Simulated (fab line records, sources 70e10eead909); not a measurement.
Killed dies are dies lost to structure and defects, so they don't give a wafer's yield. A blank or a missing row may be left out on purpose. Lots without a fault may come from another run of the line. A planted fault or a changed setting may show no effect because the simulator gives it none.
Chamber matching | flow nand_harc | NHARC_P_ZERO_WELL_ETCH_63 on rie_si-04: 4 sister chambers
The step etches the open film in HBr/Cl2, target depth 120 nm, time 40.1 s. 4 wafers are shown with their chamber, then 10 later ones without.

WAFERS WITH THEIR CHAMBER
wafer  | chamber | drypump_motor_current_A (A)
L088.1 | 1       | 5.9
L088.5 | 0       | 6.1
L092.2 | 2       | 5.0
L092.5 | 3       | 6.3

WAFERS WITHOUT THEIR CHAMBER
wafer  | drypump_motor_current_A (A)
L092.6 | 6.1
L095.1 | 5.8
L095.2 | 6.3
L095.3 | 6.1
L096.1 | 5.8
L096.2 | 6.4
L096.6 | 6.1
L097.1 | 6.1
L097.2 | 6.3
L097.3 | 5.0

WHICH CHAMBER EACH WENT THROUGH
wafer  | from the rows above | in truth
L092.6 | 0                   | 0
L095.1 | 1                   | 1
L095.2 | 3                   | 3
L095.3 | 0                   | 0
L096.1 | 1                   | 1
L096.2 | 3                   | 3
L096.6 | 0                   | 0
L097.1 | 0                   | 0
L097.2 | 3                   | 3
L097.3 | 2                   | 2
Placed correctly: 10 of 10. Can't be placed from these rows: 0. Placed wrongly: 0.
How it was worked out, from the rows above alone: a wafer's distance from a chamber is the root of the sum, over the readings, of the square of ((its reading less the chamber's mean) divided by the reading's scatter). The wafer belongs to the nearest chamber; if the next one is less than 2 further off, it can't be placed. A chamber's mean is the mean of its shown wafers. The scatter: with one shown wafer a chamber, the root of the mean of the squares of how far each hidden wafer lies from its nearest shown one.
